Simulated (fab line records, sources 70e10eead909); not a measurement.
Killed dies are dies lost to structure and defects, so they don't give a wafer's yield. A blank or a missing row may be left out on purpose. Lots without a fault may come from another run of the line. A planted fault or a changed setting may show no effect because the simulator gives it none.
Which tool did it? | flow nand_harc | 6 lots, 18 wafers sampled, at 3 steps of a route of 1302

WHAT THE GAUGES READ, wafer by wafer
NHARC_A_M0_CD_MEAS_09: target cd 80 nm.
lot  | measured     | on        | cd_nm (nm)
L917 | day 23 04:56 | cd_sem-03 | 79.8 79.6 80.0
L919 | day 24 11:10 | cd_sem-03 | 79.1 79.1 79.2
L922 | day 26 08:04 | cd_sem-03 | 79.1 80.7 80.0
L928 | day 27 18:50 | cd_sem-02 | 81.0 79.5 80.7
L931 | day 29 03:54 | cd_sem-02 | 78.7 78.7 79.0
L938 | day 31 01:38 | cd_sem-01 | 80.2 81.1 80.8

WHICH TOOL RAN EACH LOT (tool, then ch and the chambers of the sampled wafers, then the start)
lot  | NHARC_A_BLC_PVD_32                      | NHARC_A_M0_PEB_07
L917 | pvd_sputter-01, day 23 04:02 or earlier | litho_track-04 ch 0, day 23 04:51
L919 | pvd_sputter-02, day 24 10:15 or earlier | litho_track-04 ch 0, day 24 11:05
L922 | pvd_sputter-01, day 26 07:17 or earlier | litho_track-06 ch 0, day 26 07:59
L928 | pvd_sputter-03, day 27 17:56 or earlier | litho_track-06 ch 0, day 27 18:45
L931 | pvd_sputter-02, day 29 02:59 or earlier | litho_track-04 ch 0, day 29 03:49
L938 | pvd_sputter-03, day 31 00:44 or earlier | litho_track-01 ch 0, day 31 01:33
- NHARC_A_BLC_PVD_32: deposits Ti, target thk 5 nm, time 17.7 s.
- NHARC_A_M0_PEB_07: peb time 65 s.

THE ANSWER, worked out from the rows above alone
Rule: what is usual is taken from the lots themselves. Put in order of their means at a reading, lots are off if they are a third of the lots or fewer, leave a main group of 4 or more, and stand apart from it by a gap of 3 or more times the standard deviation of the main group's means; of several such gaps the widest counts. A main group whose means are all the same, to the digits that the tables above print for the reading, isn't used. A lot without any number at a reading at which 4 lots or more have one is off too. The other lots that the step has rows for count as sound.
No lot is off at any reading shown: from this, nothing can be told.

WHAT THE SIMULATOR HAD PUT IN
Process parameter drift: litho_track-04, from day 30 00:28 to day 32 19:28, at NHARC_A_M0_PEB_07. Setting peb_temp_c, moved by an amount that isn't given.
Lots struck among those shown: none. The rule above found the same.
